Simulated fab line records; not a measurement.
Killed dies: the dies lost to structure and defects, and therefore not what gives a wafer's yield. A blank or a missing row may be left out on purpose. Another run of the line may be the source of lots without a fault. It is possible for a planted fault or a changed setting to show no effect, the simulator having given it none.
Chamber matching -- flow n5 finfet -- N5_BEOL_M3_ALD_84 on ald metal-01 has 4 sister chambers
The step deposits TaN, pulse time 2 s, purge time 3 s, co reactant purge time 2 s. 4 wafers are shown with their chamber, then 10 later ones without.

EACH WAFER AND ITS CHAMBER
wafer,chamber,heater power w (W)
L086.1,0,438
L086.3,2,395
L089.1,3,374
L089.2,1,447

WAFERS MISSING THEIR CHAMBER
wafer,heater power w (W)
L089.5,376
L091.1,447
L091.2,385
L091.6,411
L095.1,443
L095.3,391
L095.6,448
L097.1,374
L097.3,434
L097.6,437

WHICH CHAMBER EACH WENT THROUGH
wafer,from the rows above,in truth
L089.5,3,3
L091.1,can't be placed: 1 or 0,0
L091.2,can't be placed: 2 or 3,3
L091.6,can't be placed: 2 or 0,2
L095.1,can't be placed: 1 or 0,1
L095.3,2,2
L095.6,can't be placed: 1 or 0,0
L097.1,3,3
L097.3,can't be placed: 0 or 1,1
L097.6,can't be placed: 0 or 1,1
Placed correctly: 3 of 10. These rows do not allow placing 7 (true chamber among the candidates in 7). 0 placed wrongly.
How it was worked out, from the rows above alone: a wafer's distance from a chamber is the root of the sum, over the readings, of the square of ((its reading less the chamber's mean) divided by the reading's scatter). The wafer belongs to the nearest chamber; if the next one is less than 2 further off, it can't be placed. For every chamber, the mean is computed from those of its wafers that are shown. The scatter: with one shown wafer a chamber, the root of the mean of the squares of how far each hidden wafer lies from its nearest shown one.
